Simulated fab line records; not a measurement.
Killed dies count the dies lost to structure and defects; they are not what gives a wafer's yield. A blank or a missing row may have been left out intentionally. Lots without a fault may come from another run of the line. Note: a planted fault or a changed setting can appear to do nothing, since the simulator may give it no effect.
fab line records ; flow n5Finfet
record: lots: 11; wafers: 31; lastDay: 18
route steps=1938 shown BEOL_M10@1476
lots that met no fault: taken from a fault-free run of the same line
startH: hours from the record's first day to the start of the lot's first wafer shown ; waitH: time in hours since the lot's previous step ; " unchanged from the row above ; L1.1+2: a single row standing in for several wafers ; - no value, or no start given ; * or withheld: withheld ; < > ~ a bound
route shown NAME@n: names a module that has steps shown in the file, with the first one's number in the route ; usual: mean/standard deviation taken from wafers without a fault ; same: alike in all rows ; chamber/n: place in a boat ; sites: the reading at each site ; _std_site: the standard deviation of these ; _edge_site: outer sites' mean less inner sites' ; radiusMm: for every site, how far away it sits from the centre of the wafer ; mask NAME#n: copy n ; behind: tool/chamber where the wafer was last shaped ; hold: reason for holding the lot/hours on hold/outcome of the hold ; device: which transistor (n, p or np) failed to switch ; end of line: at the end of the route, the tests of the same wafers ; where a step has no rows: the recipe by itself ; killed: at the first sort, the dies lost to defects and structure; wafer yield is something else ; map: dies across one wafer; x = killed, . = not, _ = none there
set.NAME: the setting the step ran with; set.NAME@STEP: the setting that earlier step ran with ; model.NAME: the simulator's own value behind a step, which no gauge read
a sample of lots followed through the steps of the route, with each step as a table and each wafer as a row
services: the hour from which a tool's chamber was out of use, counted from the record's first day as startH (under 0 if before that day), plus the number of hours and why
== steps ==
step: N5_BEOL_M10_COAT_60
recipe: resist: SiARC; tempC: 220; timeS: 60; spinRpm: 1500; resistThkNm: 30
usual: spinSpeedRpm: 1500.1/0.98
same: timeS: 60
lot.wafer;tool;chamber;startH;waitH;spinSpeedRpm
L607.1;lithoTrack-03;0;258.77;-;1500.4
L607.2;lithoTrack-03;0;258.77;-;1498.6
L607.5;lithoTrack-03;0;258.77;-;1499.5
L606.3;lithoTrack-05;0;258.88;-;1500.7
L606.4;lithoTrack-05;0;258.88;-;1500.3
L606.6;lithoTrack-05;0;258.88;-;1500.5
L610.1;lithoTrack-05;0;260.99;-;1500.3
L610.3;lithoTrack-05;0;260.99;-;1499.2
L612.1;lithoTrack-05;0;267.63;-;1499.4
L612.3;lithoTrack-05;0;267.63;-;1498.9
L612.6;lithoTrack-05;0;267.63;-;1500.1
L613.1;lithoTrack-05;0;267.91;-;1465.9
L613.4;lithoTrack-05;0;267.91;-;1464.8
L613.5;lithoTrack-05;0;267.91;-;1466.0
L609.1;lithoTrack-05;0;295.88;-;1465.9
L609.4;lithoTrack-05;0;295.88;-;1465.9
L609.5;lithoTrack-05;0;295.88;-;1465.3
L621.1;lithoTrack-01;0;331.78;-;1498.9
L621.2;lithoTrack-01;0;331.78;-;1501.1
L621.6;lithoTrack-01;0;331.78;-;1499.0
L624.2;lithoTrack-05;0;351.31;-;1500.0
L624.6;lithoTrack-05;0;351.31;-;1498.0
L626.4;lithoTrack-05;0;363.10;-;1501.1
L626.5;lithoTrack-05;0;363.10;-;1499.1
L626.6;lithoTrack-05;0;363.10;-;1499.1
L628.2;lithoTrack-05;0;378.41;-;1500.4
L628.3;lithoTrack-05;0;378.41;-;1500.1
L628.6;lithoTrack-05;0;378.41;-;1500.5
L627.1;lithoTrack-01;0;378.51;-;1498.6
L627.3;lithoTrack-01;0;378.51;-;1499.5
L627.5;lithoTrack-01;0;378.51;-;1500.2
step: N5_BEOL_M10_INSPECT_13
recipe: mode: adi; inspectInstrument: brightfield
usual: rawDefectCount: 437/100
lot.wafer;tool;chamber;startH;waitH;rawDefectCount
L607.1;defectInspect-01;-;259.19;0.0;332
L607.2;defectInspect-01;-;259.19;0.0;441
L607.5;defectInspect-01;-;259.19;0.0;435
L606.3;defectInspect-01;-;259.36;0.0;484
L606.4;defectInspect-01;-;259.36;0.0;473
L606.6;defectInspect-01;-;259.36;0.0;424
L610.1;defectInspect-02;-;261.41;0.0;436
L610.3;defectInspect-02;-;261.41;0.0;442
L612.1;defectInspect-02;-;268.05;0.0;484
L612.3;defectInspect-02;-;268.05;0.0;299
L612.6;defectInspect-02;-;268.05;0.0;514
L613.1;defectInspect-01;-;268.33;0.0;373
L613.4;defectInspect-01;-;268.33;0.0;383
L613.5;defectInspect-01;-;268.33;0.0;284
L609.1;defectInspect-01;-;296.30;0.0;417
L609.4;defectInspect-01;-;296.30;0.0;563
L609.5;defectInspect-01;-;296.30;0.0;438
L621.1;defectInspect-02;-;332.08;0.0;259
L621.2;defectInspect-02;-;332.08;0.0;264
L621.6;defectInspect-02;-;332.08;0.0;261
L624.2;defectInspect-02;-;351.73;0.0;492
L624.6;defectInspect-02;-;351.73;0.0;459
L626.4;defectInspect-02;-;363.40;0.0;319
L626.5;defectInspect-02;-;363.40;0.0;386
L626.6;defectInspect-02;-;363.40;0.0;436
L628.2;defectInspect-01;-;378.70;0.0;458
L628.3;defectInspect-01;-;378.70;0.0;439
L628.6;defectInspect-01;-;378.70;0.0;486
L627.1;defectInspect-01;-;378.93;0.0;531
L627.3;defectInspect-01;-;378.93;0.0;630
L627.5;defectInspect-01;-;378.93;0.0;490
step: N5_BEOL_M10_DESCUM_16
recipe: chemistry: O2; timeS: 7.9; sourcePowerW: 50; biasPowerW: 20; pressureMtorr: 20; rfFrequencyHz: 2.712e+07; tempC: 40; resist: CAR-ArF; o2FlowSccm: 225
usual: drypumpMotorCurrentA: 5.7/0.44; oesProductAu: 0.83/0.081; rfVppV: 242.8/1.3; showerheadPlenumPTorr: 2.07/0.068; throttleValvePct: 20.43/0.23
same: timeS: 7.9
lot.wafer;tool;chamber;startH;waitH;drypumpMotorCurrentA;oesProductAu;rfHoursCounterH;rfVppV;showerheadPlenumPTorr;throttleValvePct
L607.1;rieDiel-01;3;259.23;0.0;6.1;0.80;104;240.2;2.02;20.08
L607.2;rieDiel-01;1;259.23;0.0;6.3;0.90;26;242.7;2.05;20.35
L607.5;rieDiel-01;2;259.23;0.0;5.7;0.86;-;241.3;2.06;20.68
L606.3;rieDiel-06;0;259.39;0.0;5.8;0.76;144;242.8;1.99;20.04
L606.4;rieDiel-06;1;259.39;0.0;5.8;0.67;-;243.3;2.05;20.59
L606.6;rieDiel-06;2;259.39;0.0;4.9;0.87;-;243.3;2.12;20.60
L610.1;rieDiel-01;0;261.45;0.0;4.8;0.96;2;243.3;2.05;20.51
L610.3;rieDiel-01;1;261.45;0.0;6.4;0.90;28;242.3;2.05;20.35
L612.1;rieDiel-06;2;268.25;0.2;4.9;0.87;73;242.3;2.12;20.63
L612.3;rieDiel-06;0;268.25;0.2;5.8;0.76;148;241.0;1.99;20.05
L612.6;rieDiel-06;2;268.25;0.2;4.9;0.87;-;245.3;2.12;20.61
L613.1;rieDiel-03;3;268.52;0.2;5.8;0.78;126;244.2;2.12;20.69
L613.4;rieDiel-03;2;268.52;0.2;5.8;0.95;11;246.7;2.25;20.53
L613.5;rieDiel-03;2;268.52;0.2;5.8;0.94;-;246.2;2.25;20.53
L609.1;rieDiel-06;2;296.37;0.1;4.9;0.85;84;244.4;2.11;20.63
L609.4;rieDiel-06;0;296.37;0.1;5.8;0.75;160;241.3;1.98;20.08
L609.5;rieDiel-06;3;296.37;0.1;6.0;0.93;-;242.2;2.08;20.55
L621.1;rieDiel-03;2;332.11;0.0;5.8;0.89;34;245.2;2.24;20.56
L621.2;rieDiel-03;3;332.11;0.0;5.8;0.75;149;243.0;2.11;20.72
L621.6;rieDiel-03;0;332.11;0.0;5.2;0.68;-;240.5;1.97;20.40
L624.2;rieDiel-06;3;351.77;0.0;6.0;0.88;36;242.0;2.07;20.58
L624.6;rieDiel-06;0;351.77;0.0;5.7;0.74;-;242.4;1.98;20.10
L626.4;rieDiel-06;0;363.75;0.4;5.7;0.73;185;242.1;1.98;20.09
L626.5;rieDiel-06;2;363.75;0.4;4.9;0.82;-;243.5;2.10;20.69
L626.6;rieDiel-06;1;363.75;0.4;5.8;0.88;-;241.6;2.04;20.33
L628.2;rieDiel-03;1;378.97;0.3;5.9;0.82;89;242.6;2.13;20.19
L628.3;rieDiel-03;3;378.97;0.3;5.8;0.74;169;243.1;2.10;20.77
L628.6;rieDiel-03;0;378.97;0.3;5.2;0.97;-;246.0;2.22;19.99
L627.1;rieDiel-06;3;379.06;0.1;6.0;0.86;46;243.2;2.07;20.61
L627.3;rieDiel-06;2;379.06;0.1;4.9;0.80;118;242.1;2.10;20.69
L627.5;rieDiel-06;1;379.06;0.1;5.8;0.87;-;241.8;2.04;20.31
step: N5_BEOL_M10_STRIP_67
recipe: chemistry: CF4; resist: SiARC; powerW: 300; biasPowerW: 75; pressureMtorr: 50; cf4FlowSccm: 150; rfFrequencyHz: 6e+07
usual: drypumpMotorCurrentA: 5.7/0.44; oesProductAu: 0.83/0.079; rfVppV: 270.7/1.4; showerheadPlenumPTorr: 1.77/0.047; throttleValvePct: 13.50/0.19
lot.wafer;tool;chamber;startH;waitH;drypumpMotorCurrentA;oesProductAu;rfHoursCounterH;rfVppV;showerheadPlenumPTorr;throttleValvePct
L607.1;rieDiel-01;3;259.46;0.0;6.1;0.80;104;271.2;1.73;13.19
L607.2;rieDiel-01;1;259.46;0.0;6.3;0.90;26;272.1;1.75;13.28
L607.5;rieDiel-01;2;259.46;0.0;5.8;0.84;-;269.0;1.75;13.57
L606.3;rieDiel-06;0;259.62;0.0;5.8;0.77;145;272.0;1.72;13.38
L606.4;rieDiel-06;1;259.62;0.0;5.7;0.67;-;270.5;1.78;13.94
L606.6;rieDiel-06;2;259.62;0.0;4.9;0.86;-;272.1;1.80;13.61
L610.1;rieDiel-01;0;261.68;0.0;4.8;0.95;2;270.9;1.78;13.59
L610.3;rieDiel-01;1;261.68;0.0;6.3;0.89;28;270.6;1.74;13.29
L612.1;rieDiel-06;2;268.48;0.0;4.9;0.86;73;271.1;1.80;13.61
L612.3;rieDiel-06;0;268.48;0.0;5.8;0.76;148;269.7;1.72;13.39
L612.6;rieDiel-06;2;268.48;0.0;4.9;0.85;-;270.1;1.80;13.61
L613.1;rieDiel-03;3;268.75;0.0;5.8;0.77;126;271.5;1.78;13.66
L613.4;rieDiel-03;2;268.75;0.0;5.8;0.94;11;275.0;1.89;13.36
L613.5;rieDiel-03;2;268.75;0.0;5.8;0.93;-;273.7;1.89;13.35
L609.1;rieDiel-06;2;296.60;0.0;4.9;0.84;84;273.6;1.79;13.64
L609.4;rieDiel-06;0;296.60;0.0;5.7;0.75;160;268.9;1.72;13.42
L609.5;rieDiel-06;3;296.60;0.0;6.0;0.91;-;272.0;1.77;13.49
L621.1;rieDiel-03;2;332.34;0.0;5.8;0.89;34;273.9;1.89;13.40
L621.2;rieDiel-03;3;332.34;0.0;5.8;0.73;150;268.7;1.78;13.73
L621.6;rieDiel-03;0;332.34;0.0;5.2;0.68;-;269.8;1.69;13.64
L624.2;rieDiel-06;3;352.00;0.0;6.0;0.88;36;270.9;1.76;13.52
L624.6;rieDiel-06;0;352.00;0.0;5.8;0.73;-;268.9;1.71;13.46
L626.4;rieDiel-06;0;363.98;0.0;5.7;0.73;186;268.8;1.71;13.48
L626.5;rieDiel-06;2;363.98;0.0;4.9;0.81;-;273.3;1.79;13.70
L626.6;rieDiel-06;1;363.98;0.0;5.8;0.88;-;270.4;1.77;13.46
L628.2;rieDiel-03;1;379.20;0.0;5.9;0.82;89;271.8;1.82;13.28
L628.3;rieDiel-03;3;379.20;0.0;5.8;0.73;169;270.6;1.77;13.77
L628.6;rieDiel-03;0;379.20;0.0;5.2;0.98;-;274.5;1.89;13.10
L627.1;rieDiel-06;3;379.29;0.0;6.0;0.85;46;270.1;1.76;13.54
L627.3;rieDiel-06;2;379.29;0.0;4.9;0.81;118;270.6;1.78;13.72
L627.5;rieDiel-06;1;379.29;0.0;5.8;0.86;-;272.0;1.77;13.47
== services ==
tool;chamber;startH;hours;kind
rieDiel-01;0;238.87;-;clean
rieDiel-01;0;238.87;-;consumableReplace:focusRing
rieDiel-01;0;238.87;17.9;scheduledDown
rieDiel-01;0;238.87;17.9;ventCycle
lithoTrack-01;-;241.91;-;consumableReplace:filter
rieDiel-06;3;242.28;-;clean
rieDiel-06;3;242.28;-;consumableReplace:focusRing
rieDiel-06;3;242.28;19.6;scheduledDown
rieDiel-06;3;242.28;19.6;ventCycle
lithoTrack-05;-;255.66;-;consumableReplace:filter
rieDiel-06;1;282.21;-;clean
rieDiel-06;1;282.21;-;consumableReplace:focusRing
rieDiel-06;1;282.21;13.8;scheduledDown
rieDiel-06;1;282.21;13.8;ventCycle
rieDiel-01;2;306.55;1.8;repair
rieDiel-01;-;317.64;2.8;pm
lithoTrack-03;-;319.98;-;consumableReplace:filter
rieDiel-03;0;361.23;-;clean
rieDiel-03;0;361.23;-;consumableReplace:focusRing
rieDiel-03;0;361.23;-;consumableReplace:showerhead
rieDiel-03;0;361.23;14.1;scheduledDown
rieDiel-03;0;361.23;14.1;ventCycle
rieDiel-01;-;365.55;15.6;pm
== key ==
firstSign: step: N5_BEOL_M10_COAT_60; reading: spinSpeedRpm; direction: down; sigmas: 35; usual: *; struck: *
effect none on later readings
metAt N5_BEOL_M10_COAT_60
struckLots L609,L613
notActingAt N5_BEOL_M10_INSPECT_13,N5_BEOL_M10_DESCUM_16,N5_BEOL_M10_STRIP_67
onsetBetween 267.63 267.91
fault: kind: processParameterDrift; tool: lithoTrack-05; chamber: -; onsetH: 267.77; steps: N5_BEOL_M10_COAT_60; channel: spinRpm; offset: *; shape: step; endH: 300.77; actsIn: *; stated: *
